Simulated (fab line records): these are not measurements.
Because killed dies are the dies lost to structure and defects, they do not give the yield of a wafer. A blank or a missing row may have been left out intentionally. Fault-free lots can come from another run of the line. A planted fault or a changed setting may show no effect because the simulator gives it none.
One fault through the eyes of 2 desks -- flow n5 finfet -- what lay behind the numbers comes last; until then each desk has only its own

== FROM THE METROLOGY DESK ==
What the gauges read for every lot (on any tool): the sampled wafers with a number, averaged. Any lot whose mean is over 4 standard deviations away from the usual mean is out of limits and marked OUT; that distance is given in the brackets. Of its 20 readings 7 are shown: the one that was out of limits first, and those that lie furthest out on some lot.
Columns: A = IOFF_N_LONG at N5_BEOL_M4_RC_MEAS_101, usual 5.44e-05 nA/um; B = IOFF_P_LIN at N5_BEOL_M4_RC_MEAS_101, usual 0.099 nA/um; C = IOFF_P_LONG at N5_BEOL_M4_RC_MEAS_101, usual 0.000105 nA/um; D = ION_N at N5_BEOL_M4_RC_MEAS_101, usual 672 uA/um; E = VT_N at N5_BEOL_M4_RC_MEAS_101, usual 250.4 mV; F = VT_N_LONG at N5_BEOL_M4_RC_MEAS_101, usual 275.5 mV; G = VT_N_LVT at N5_BEOL_M4_RC_MEAS_101, usual 99 mV
lot,first seen here,A,B,C,D,E,F,G
L925,day 9 11:50,5.47e-05,0.094,0.000101,673,250.7,274.8,98
L926,day 9 19:38,4.92e-05,0.095,0.000094,664,251.4,278.1,103
L929,day 10 15:32,5.08e-05,0.088,0.000096,665,253.7,277.8,103
L932,day 11 03:49,4.19e-05 (-5.2) OUT,0.129,0.000142 (+4.3) OUT,599 (-7.5) OUT,281.3 (+11) OUT,302.9 (+15) OUT,129 (+9.6) OUT
L933,day 11 11:40,4.45e-05 (-4.1) OUT,0.128,0.000142 (+4.4) OUT,607 (-6.7) OUT,280.8 (+11) OUT,302.2 (+15) OUT,129 (+9.8) OUT
L936,day 12 12:07,2.28e-05 (-13) OUT,0.253 (+14) OUT,0.000238 (+16) OUT,503 (-17) OUT,326.6 (+28) OUT,356.2 (+45) OUT,178 (+25) OUT
L942,day 14 01:19,5.38e-05,0.102,0.000097,687,248.2,277.1,99
L943,day 14 04:28,5.45e-05,0.095,0.000103,671,252.6,275.6,101
L944,day 15 00:24,5.48e-05,0.098,0.000108,680,249.9,274.0,99
This desk's finding: out of limits on L932, L933, L936; first on L932, day 11 03:49 (IOFF_N_LONG at N5_BEOL_M4_RC_MEAS_101). L925, L926, L929, L942, L943, L944 stayed within limits.

== FOR THE TOOL OWNER'S DESK: ald metal-04 ==
The tool's own readings at N5_HKMG_FIN_NWFM_ALD_20 (deposits TiAlC, target thk 2 nm, pulse time 3 s, purge time 2 s): means of the sampled wafers that have a number, for each lot that ran on this tool. Any lot whose mean is over 4 standard deviations away from the usual mean is out of limits and marked OUT; that distance is given in the brackets.
Columns: A = heater power w at N5_HKMG_FIN_NWFM_ALD_20, usual 480 W; B = precursor pulse height rel at N5_HKMG_FIN_NWFM_ALD_20, usual 1.001
lot,first seen here,A,B
L926,day 5 11:16,451,1.017
L925,day 5 13:20,474,1.009
L929,day 6 12:51,474,1.007
L932,day 7 03:02,510,0.998
L933,day 7 11:29,476,0.999
L936,day 8 03:16,508,1.007
Result from this desk: across the 6 lots, nothing is out of limits.

== BROUGHT TOGETHER ==
Metrology desk: alarm possible at day 11 03:49 on L932, L933, L936.
The tool owner's desk saw nothing out of limits.
The tool owner's desk has L932, L933, L936 on record, within its limits.
On ald metal-04, each named lot ran N5_HKMG_FIN_NWFM_ALD_20.

== WHAT THE SIMULATOR PUT IN ==
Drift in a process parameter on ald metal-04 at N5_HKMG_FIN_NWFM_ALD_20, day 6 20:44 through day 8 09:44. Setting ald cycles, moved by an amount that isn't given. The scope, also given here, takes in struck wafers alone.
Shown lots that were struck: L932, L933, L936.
Time in hours between the start of the fault and the first out-of-limits reading at each desk: metrology desk, 103.
